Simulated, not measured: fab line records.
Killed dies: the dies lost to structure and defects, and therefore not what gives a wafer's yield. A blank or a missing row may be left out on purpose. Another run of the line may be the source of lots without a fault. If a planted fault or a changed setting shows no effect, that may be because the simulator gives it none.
fab line records | flow n5Finfet | part 1 of 2: steps 1 to 4 of 6
[record] lots = 23 wafers = 69 lastDay = 19
route steps=1938 shown FIN_SAQP@95
lots that met no fault: from a run of the same line without faults
startH: hours from the record's opening day to when the first of the lot's shown wafers began | waitH: hours since the lot's step before | " repeats the value in the row above | L1.1+2: a single row standing in for several wafers | - either no value or no given start | * or withheld: withheld | < > ~ a bound
route shown NAME@n: a module of which the file shows steps, and the number in the route of the first | usual: the fault-free wafers' mean and standard deviation | same: alike in all rows | chamber/n: place in a boat | sites: each site's reading | _std_site: standard deviation of those values | _edge_site: outer sites' mean less inner sites' | radiusMm: how far each site lies from the wafer's centre | mask NAME#n: copy n | behind: the last tool/chamber to shape the wafer | hold: cause of the lot's hold/its duration in hours/its outcome | device: whichever transistor did not switch (one of n, p or np) | end of line: tests of these same wafers at the route's end | a step with no rows: only its recipe | killed: the dies lost at the first sort to structure and to defects; this is not the yield of the wafer | map: shows each die of a wafer: x if killed, . if not, _ if none is there
set.NAME: the setting the step ran with; set.NAME@STEP: the setting that earlier step ran with | model.NAME: the simulator's own value behind a step, which no gauge read
one table for each step of the route and one row for each wafer, over a sample of lots
services: the hour from which a tool's chamber was out of use, counted from the record's first day as startH (under 0 if before that day), plus the number of hours and why
[[steps]]
[step N5_FIN_SAQP_DENSIFY_62]
[recipe] tempC = 700 timeS = 60 ambient = N2 idleTempC = 600 rampUpCPerS = 150 rampDownCPerS = 60 coolToC = 600
[usual] lampPowerPct = 9.86/0.053 lamp_zone_3_pct = 9.845/0.012 wafer_temp_C_max = 703.3/0.66
// columns lot.wafer tool chamber startH waitH lampPowerPct lamp_zone_3_pct wafer_temp_C_max
L074.1 rtpAnneal-02 0 21.16 0.1 9.87 9.841 703.5
L074.4 " 0 " " 9.89 9.864 703.3
L074.6 " 0 " " 9.82 9.843 702.5
L075.2 rtpAnneal-02 0 26.95 0.3 9.88 9.867 702.9
L075.3 " 0 " " 9.82 9.848 702.6
L075.5 " 0 " " 9.90 9.850 702.7
L076.1 rtpAnneal-01 0 33.02 0.1 9.88 9.839 703.2
L076.2 " 0 " " 9.83 9.861 702.7
L076.4 " 0 " " 9.83 9.844 704.0
L077.3 rtpAnneal-01 0 39.97 0.2 9.90 9.836 704.0
L077.5 " 0 " " 9.87 9.853 703.7
L077.6 " 0 " " 9.89 9.856 703.8
L078.1 rtpAnneal-02 0 44.84 0.2 9.83 9.847 702.6
L078.5 " 0 " " 9.98 9.858 703.5
L078.6 " 0 " " 9.87 9.848 703.6
L079.4 rtpAnneal-01 0 51.13 0.2 9.91 9.858 703.9
L079.5 " 0 " " 9.89 9.833 703.2
L079.6 " 0 " " 9.82 9.845 703.5
L080.1 rtpAnneal-01 0 56.61 0.1 9.87 9.831 702.5
L080.3 " 0 " " 9.84 9.844 702.8
L080.6 " 0 " " 9.87 9.837 703.5
L081.2 rtpAnneal-01 0 62.47 0.1 9.85 9.844 704.5
L081.4 " 0 " " 9.86 9.843 703.9
L081.5 " 0 " " 9.85 9.844 702.5
L082.1 rtpAnneal-01 0 68.84 0.1 9.85 9.841 702.6
L082.2 " 0 " " 9.86 9.843 704.3
L082.4 " 0 " " 9.85 9.863 703.2
L083.1 rtpAnneal-02 0 74.36 0.1 9.84 9.866 702.9
L083.3 " 0 " " 9.90 9.855 702.3
L083.5 " 0 " " 9.87 9.825 703.4
L084.4 rtpAnneal-02 0 81.12 0.2 9.96 9.830 705.1
L084.5 " 0 " " 9.78 9.821 705.0
L084.6 " 0 " " 9.89 9.844 702.8
L086.2 rtpAnneal-01 0 93.43 0.2 9.89 9.846 703.7
L086.5 " 0 " " 9.85 9.862 703.5
L086.6 " 0 " " 9.90 9.859 703.5
L087.4 rtpAnneal-01 0 98.74 0.2 9.90 9.808 703.3
L087.5 " 0 " " 9.84 9.843 702.9
L087.6 " 0 " " 9.90 9.828 704.3
L088.1 rtpAnneal-02 0 104.56 0.1 9.76 9.852 703.8
L088.2 " 0 " " 9.85 9.821 703.2
L088.4 " 0 " " 9.85 9.852 702.6
L089.1 rtpAnneal-02 0 110.30 0.1 9.88 9.856 702.7
L089.5 " 0 " " 9.88 9.870 702.8
L089.6 " 0 " " 9.93 9.825 704.9
L090.1 rtpAnneal-01 0 118.63 0.1 9.92 9.864 703.1
L090.4 " 0 " " 9.80 9.832 702.6
L090.6 " 0 " " 9.97 9.846 703.2
L091.2 rtpAnneal-01 0 124.10 0.2 9.73 9.853 702.5
L091.3 " 0 " " 9.83 9.831 702.7
L091.6 " 0 " " 9.86 9.845 702.9
L092.1 rtpAnneal-02 0 128.43 0.1 9.80 9.835 702.8
L092.2 " 0 " " 9.82 9.844 703.2
L092.3 " 0 " " 9.80 9.832 703.2
L093.2 rtpAnneal-01 0 135.66 0.1 9.85 9.852 706.3
L093.3 " 0 " " 9.87 9.846 703.8
L093.4 " 0 " " 9.95 9.843 703.9
L094.2 rtpAnneal-01 0 140.30 0.1 9.84 9.832 703.6
L094.3 " 0 " " 9.89 9.873 702.8
L094.4 " 0 " " 9.91 9.844 702.7
L095.1 rtpAnneal-02 0 147.02 0.3 9.91 9.841 703.7
L095.4 " 0 " " 9.88 9.847 702.4
L095.5 " 0 " " 9.70 9.829 703.7
L096.1 rtpAnneal-02 0 152.79 0.1 9.81 9.853 703.6
L096.2 " 0 " " 9.85 9.848 703.2
L096.4 " 0 " " 9.76 9.851 702.6
L097.3 rtpAnneal-01 0 159.78 0.2 9.82 9.836 703.0
L097.4 " 0 " " 9.95 9.817 703.5
L097.5 " 0 " " 9.76 9.845 703.2
[step N5_FIN_SAQP_ETCH_52]
[recipe] chemistry = N2/H2 target = SOC targetDepthA = 1000 overetchA = 200 maskMaterial = SiARC tempC = 40 timeS = 150 ionEnergyEv = 200 pressureMtorr = 30 sourceW = 840 biasW = 150 n2FlowSccm = 200 h2FlowSccm = 200 ends = endPoint
[usual] chamberPressureMTorr = 30.003/0.027 drypumpMotorCurrentA = 5.7/0.36 oesProductAu = 0.69/0.08 rfVppV = 523/3.3 showerheadPlenumPTorr = 2.53/0.11 throttleValvePct = 17.97/0.19
// columns lot.wafer tool chamber startH waitH chamberPressureMTorr drypumpMotorCurrentA oesProductAu rfHoursCounterH rfVppV showerheadPlenumPTorr throttleValvePct
L074.1 rieDiel-03 3 22.40 0.0 29.984 5.6 0.66 180 528 2.63 17.80
L074.4 " 2 " " 29.991 5.6 0.69 117 524 2.54 17.58
L074.6 " 3 " " 29.990 5.6 0.66 - 528 2.63 17.78
L075.2 rieDiel-03 3 28.10 0.0 30.026 5.5 0.66 182 529 2.63 17.79
L075.3 " 0 " " 29.995 5.8 0.71 108 518 2.37 18.00
L075.5 " 1 " " 29.977 5.8 0.63 - 526 2.63 17.87
L076.1 rieDiel-03 2 34.10 0.0 30.026 5.6 0.69 122 524 2.54 17.60
L076.2 " 3 " " 30.002 5.5 0.65 185 528 2.63 17.80
L076.4 " 1 " " 30.018 5.8 0.63 199 527 2.62 17.86
L077.3 rieDiel-05 0 41.09 0.0 29.992 5.4 0.66 187 524 2.53 18.05
L077.5 " 3 " " 29.999 4.9 0.62 - 519 2.40 18.24
L077.6 " 2 " " 30.037 5.8 0.71 - 518 2.36 18.15
L078.1 rieDiel-05 3 46.02 0.0 30.039 4.9 0.63 254 520 2.40 18.24
L078.5 " 3 " " 30.011 4.9 0.62 - 522 2.40 18.24
L078.6 " 2 " " 30.022 5.8 0.71 - 518 2.36 18.14
L079.4 rieDiel-05 0 52.28 0.0 30.028 5.4 0.65 - 524 2.53 18.05
L079.5 " 2 " " 30.006 5.9 0.70 - 520 2.36 18.14
L079.6 " 1 " " 30.023 5.5 0.87 - 525 2.61 17.98
L080.1 rieDiel-03 3 57.79 0.0 30.016 5.5 0.65 193 524 2.62 17.81
L080.3 " 1 " " 30.011 5.8 0.62 208 527 2.62 17.87
L080.6 " 0 " " 29.957 5.7 0.70 - 518 2.37 18.01
L081.2 rieDiel-05 3 63.67 0.0 29.976 4.9 0.89 2 529 2.72 17.81
L081.4 " 0 " " 30.044 5.4 0.65 198 523 2.52 18.06
L081.5 " 2 " " 30.051 5.8 0.70 - 520 2.36 18.16
L082.1 rieDiel-05 3 70.02 0.0 30.025 4.9 0.87 4 527 2.72 17.82
L082.2 " 1 " " 30.025 5.5 0.84 10 525 2.61 18.00
L082.4 " 0 " " 29.993 5.4 0.65 201 524 2.52 18.05
L083.1 rieDiel-03 2 75.54 0.0 29.944 5.6 0.68 135 525 2.53 17.60
L083.3 " 3 " " 30.013 5.5 0.64 199 527 2.62 17.81
L083.5 " 1 " " 30.017 5.8 0.62 - 525 2.62 17.89
L084.4 rieDiel-05 3 82.22 0.0 29.989 4.9 0.85 8 530 2.72 17.82
L084.5 " 0 " " 30.013 5.4 0.65 - 523 2.52 18.09
L084.6 " 1 " " 30.002 5.4 0.83 - 524 2.60 18.02
L086.2 rieDiel-05 2 94.46 0.0 29.982 5.9 0.68 127 519 2.35 18.20
L086.5 " 3 " " 29.997 4.9 0.84 - 528 2.72 17.84
L086.6 " 0 " " 29.986 5.4 0.64 - 523 2.52 18.07
L087.4 rieDiel-03 2 99.98 0.0 29.989 5.6 0.68 145 524 2.53 17.63
L087.5 " 3 " " 30.021 5.5 0.64 - 526 2.62 17.83
L087.6 " 2 " " 30.028 5.6 0.68 - 525 2.53 17.63
L088.1 rieDiel-03 1 105.92 0.0 30.022 5.8 0.61 225 525 2.61 17.90
L088.2 " 2 " " 30.018 5.6 0.67 148 523 2.53 17.62
L088.4 " 3 " " 29.977 5.5 0.63 212 527 2.62 17.84
L089.1 rieDiel-04 3 111.36 0.0 29.995 6.4 0.63 207 524 2.52 18.31
L089.5 " 3 " " 30.003 6.5 0.64 - 523 2.52 18.30
L089.6 " 1 " " 30.015 6.0 0.60 - 524 2.51 17.99
L090.1 rieDiel-04 2 119.90 0.0 29.968 6.0 0.82 19 522 2.49 17.77
L090.4 " 2 " " 30.017 6.0 0.82 - 522 2.49 17.76
L090.6 " 3 " " 29.999 6.4 0.64 - 524 2.52 18.31
L091.2 rieDiel-04 2 125.43 0.0 29.993 6.0 0.82 22 524 2.49 17.78
L091.3 " 3 " " 30.001 6.5 0.63 212 523 2.52 18.32
L091.6 " 1 " " 29.970 6.0 0.59 - 522 2.51 18.00
L092.1 rieDiel-03 0 129.63 0.0 30.021 5.7 0.67 146 518 2.36 18.06
L092.2 " 1 " " 30.012 5.8 0.61 233 528 2.61 17.93
L092.3 " 3 " " 30.012 5.5 0.64 219 526 2.61 17.85
L093.2 rieDiel-05 3 136.91 0.0 30.033 4.9 0.80 30 529 2.71 17.86
L093.3 " 1 " " 30.016 5.5 0.80 35 525 2.59 18.06
L093.4 " 0 " " 29.957 5.4 0.64 227 521 2.51 18.12
L094.2 rieDiel-03 3 141.41 0.0 29.998 5.5 0.63 225 526 2.61 17.87
L094.3 " 1 " " 29.945 5.8 0.61 239 526 2.61 17.93
L094.4 " 2 " " 29.999 5.6 0.66 161 523 2.52 17.67
L095.1 rieDiel-04 2 148.27 0.0 30.011 6.0 0.80 32 523 2.48 17.77
L095.4 " 1 " " 29.958 6.0 0.60 250 523 2.51 17.99
L095.5 " 2 " " 30.015 6.0 0.80 - 523 2.48 17.77
L096.1 rieDiel-05 3 154.01 0.0 30.060 4.9 0.80 36 528 2.71 17.86
L096.2 " 0 " " 30.051 5.4 0.63 232 522 2.51 18.12
L096.4 " 1 " " 30.000 5.5 0.79 40 523 2.59 18.06
L097.3 rieDiel-03 3 161.04 0.0 29.993 5.6 0.62 233 525 2.61 17.87
L097.4 " 2 " " 30.018 5.6 0.66 170 522 2.52 17.68
L097.5 " 0 " " 29.974 5.7 0.67 - 517 2.35 18.09
[step N5_FIN_SAQP_MANDREL2_REMOVE_60]
[recipe] chemistry = HBr/Cl2/O2 btTimeS = 10 target = a-Si stopOn = SiNx endpoint = OES-SiCl overEtchFrac = 1 icpW = 600 biasW = 22 HBr_flow_sccm = 150 Cl2_flow_sccm = 80 O2_flow_sccm = 5 pressureMtorr = 10
[usual] chamberPressureMTorr = 10.001/0.0088 drypumpMotorCurrentA = 5.59/0.29 oesProductAu = 1.000/0.02 throttleValvePct = 36.8/0.39
// columns lot.wafer tool chamber startH waitH chamberPressureMTorr drypumpMotorCurrentA oesProductAu rfHoursCounterH throttleValvePct
L074.1 rieSi-05 1 25.97 0.1 10.002 5.66 0.994 3 36.2
L074.4 " 3 " " 10.003 5.74 1.000 68 36.9
L074.6 " 0 " " 10.001 5.53 0.996 - 36.9
L075.2 rieSi-06 3 31.51 0.1 9.995 5.72 0.980 87 36.9
L075.3 " 1 " " 10.008 5.46 0.981 51 37.7
L075.5 " 2 " " 10.016 5.06 1.013 - 36.3
L076.1 rieSi-06 3 38.33 0.1 9.989 5.71 0.985 88 36.9
L076.2 " 2 " " 9.998 5.08 1.024 62 36.3
L076.4 " 1 " " 10.009 5.52 0.979 51 37.7
L077.3 rieSi-06 0 44.86 0.1 9.997 5.41 0.999 16 36.6
L077.5 " 1 " " 10.013 5.48 0.979 - 37.7
L077.6 " 0 " " 9.998 5.41 0.989 - 36.6
L078.1 rieSi-06 3 50.04 0.1 9.983 5.72 0.984 88 36.9
L078.5 " 1 " " 9.992 5.47 0.977 - 37.7
L078.6 " 0 " " 10.006 5.42 0.990 - 36.6
L079.4 rieSi-05 3 55.63 0.1 10.015 5.76 1.000 - 36.9
L079.5 " 1 " " 10.004 5.62 1.000 - 36.3
L079.6 " 2 " " 10.015 5.92 1.020 - 36.6
L080.1 rieSi-06 1 61.98 0.1 10.007 5.48 0.989 52 37.7
L080.3 " 3 " " 9.998 5.73 0.991 88 36.9
L080.6 " 0 " " 9.994 5.39 0.987 - 36.5
L081.2 rieSi-06 3 67.53 0.1 9.998 5.70 0.979 88 36.9
L081.4 " 2 " " 10.002 5.06 1.012 63 36.3
L081.5 " 0 " " 10.001 5.40 0.986 - 36.6
L082.1 rieSi-03 0 73.46 0.1 10.010 5.80 0.999 97 36.8
L082.2 " 2 " " 10.006 6.12 1.040 110 36.9
L082.4 " 1 " " 10.002 5.64 0.972 131 36.9
L083.1 rieSi-06 0 79.55 0.1 10.009 5.42 0.999 17 36.6
L083.3 " 3 " " 10.003 5.69 0.981 88 36.9
L083.5 " 1 " " 10.004 5.54 0.988 - 37.7
L084.4 rieSi-06 3 86.01 0.1 9.990 5.74 0.982 88 36.9
L084.5 " 3 " " 10.010 5.72 0.978 - 36.9
L084.6 " 0 " " 9.995 5.39 0.998 - 36.5
L086.2 rieSi-06 3 98.92 0.1 10.004 5.71 0.980 89 36.9
L086.5 " 0 " " 9.993 5.41 0.991 - 36.5
L086.6 " 2 " " 10.000 5.05 1.024 - 36.3
L087.4 rieSi-03 1 103.61 0.1 10.001 5.60 0.955 - 36.9
L087.5 " 2 " " 10.023 6.15 1.024 - 36.9
L087.6 " 0 " " 9.995 5.81 0.982 - 36.8
L088.1 rieSi-05 1 109.42 0.1 9.984 5.64 0.986 5 36.2
L088.2 " 0 " " 9.995 5.55 1.002 117 36.9
L088.4 " 3 " " 9.987 5.81 1.002 69 36.9
L089.1 rieSi-03 0 115.47 0.1 10.004 5.82 0.984 98 36.9
L089.5 " 0 " " 9.999 5.81 0.992 - 36.8
L089.6 " 3 " " 10.015 5.71 1.019 - 36.9
L090.1 rieSi-03 0 125.73 0.1 10.003 5.82 0.988 98 36.9
L090.4 " 3 " " 9.993 5.78 1.027 0 36.9
L090.6 " 2 " " 10.007 6.10 1.025 - 36.9
L091.2 rieSi-03 2 129.91 0.1 10.008 6.14 1.037 112 36.9
L091.3 " 3 " " 9.997 5.77 1.018 0 36.9
L091.6 " 3 " " 10.013 5.79 1.016 - 36.9
L092.1 rieSi-06 0 133.93 0.1 10.018 5.39 0.998 18 36.5
L092.2 " 2 " " 9.990 5.08 1.023 64 36.3
L092.3 " 1 " " 10.011 5.45 0.981 52 37.7
L093.2 rieSi-06 3 141.41 0.1 9.999 5.70 0.985 89 36.9
L093.3 " 2 " " 10.009 5.04 1.022 64 36.3
L093.4 " 1 " " 9.997 5.48 0.987 53 37.7
L094.2 rieSi-03 3 145.00 0.1 10.002 5.76 1.011 1 36.9
L094.3 " 2 " " 10.005 6.18 1.034 112 36.9
L094.4 " 0 " " 9.996 5.81 0.995 98 36.8
L095.1 rieSi-03 2 151.69 0.1 9.999 6.14 1.034 112 36.9
L095.4 " 1 " " 9.994 5.61 0.971 133 36.9
L095.5 " 3 " " 10.016 5.77 1.018 - 36.9
L096.1 rieSi-06 3 157.99 0.1 9.992 5.71 0.990 90 36.9
L096.2 " 2 " " 9.990 5.07 1.018 64 36.3
L096.4 " 0 " " 10.002 5.38 0.992 19 36.6
L097.3 rieSi-03 3 164.61 0.1 9.988 5.76 1.025 1 36.9
L097.4 " 2 " " 10.006 6.13 1.052 - 36.9
L097.5 " 1 " " 9.993 5.61 0.986 - 36.9
[step N5_FIN_SAQP_CD_MEAS_31]
[recipe] targetCdNm = 8 landingEnergyEv = 1000 detector = seInlens polarity = line
[usual] cdNm = 8.07/0.23
// columns lot.wafer tool chamber startH waitH cdNm
L074.1 cdSem-02 0 26.08 0.1 8.19
L074.4 " 0 " " 8.32
L074.6 " 0 " " 8.15
L075.2 cdSem-01 0 31.63 0.1 8.07
L075.3 " 0 " " 7.86
L075.5 " 0 " " 8.12
L076.1 cdSem-03 0 38.44 0.1 7.93
L076.2 " 0 " " 8.52
L076.4 " 0 " " 8.02
L077.3 cdSem-02 0 44.98 0.1 7.95
L077.5 " 0 " " 8.10
L077.6 " 0 " " 8.34
L078.1 cdSem-01 0 50.15 0.1 7.52
L078.5 " 0 " " 8.78
L078.6 " 0 " " 8.14
L079.4 cdSem-03 0 55.71 0.0 7.95
L079.5 " 0 " " 8.31
L079.6 " 0 " " 8.26
L080.1 cdSem-01 0 62.09 0.1 8.44
L080.3 " 0 " " 7.99
L080.6 " 0 " " 8.15
L081.2 cdSem-01 0 67.65 0.1 8.07
L081.4 " 0 " " 8.27
L081.5 " 0 " " 8.22
L082.1 cdSem-03 0 73.57 0.1 8.11
L082.2 " 0 " " 7.95
L082.4 " 0 " " 8.52
L083.1 cdSem-01 0 79.65 0.1 7.78
L083.3 " 0 " " 8.52
L083.5 " 0 " " 7.94
L084.4 cdSem-03 0 86.13 0.1 8.11
L084.5 " 0 " " 7.77
L084.6 " 0 " " 7.59
L086.2 cdSem-01 0 99.03 0.1 8.12
L086.5 " 0 " " 7.83
L086.6 " 0 " " 8.21
L087.4 cdSem-01 0 103.69 0.0 8.06
L087.5 " 0 " " 8.06
L087.6 " 0 " " 8.37
L088.1 cdSem-01 0 109.53 0.1 8.20
L088.2 " 0 " " 8.15
L088.4 " 0 " " 8.39
L089.1 cdSem-02 0 115.58 0.1 8.09
L089.5 " 0 " " 7.71
L089.6 " 0 " " 7.95
L090.1 cdSem-03 0 125.84 0.1 7.95
L090.4 " 0 " " 8.15
L090.6 " 0 " " 7.91
L091.2 cdSem-03 0 130.02 0.1 8.08
L091.3 " 0 " " 8.08
L091.6 " 0 " " 7.89
L092.1 cdSem-02 0 134.04 0.1 7.79
L092.2 " 0 " " 7.78
L092.3 " 0 " " 7.59
L093.2 cdSem-01 0 141.52 0.1 8.04
L093.3 " 0 " " 8.03
L093.4 " 0 " " 7.86
L094.2 cdSem-02 0 145.12 0.1 8.23
L094.3 " 0 " " 8.22
L094.4 " 0 " " 8.25
L095.1 cdSem-03 0 151.80 0.1 7.84
L095.4 " 0 " " 7.96
L095.5 " 0 " " 8.05
L096.1 cdSem-02 0 158.10 0.1 8.28
L096.2 " 0 " " 7.74
L096.4 " 0 " " 8.22
L097.3 cdSem-02 0 164.72 0.1 8.23
L097.4 " 0 " " 7.97
L097.5 " 0 " " 7.77
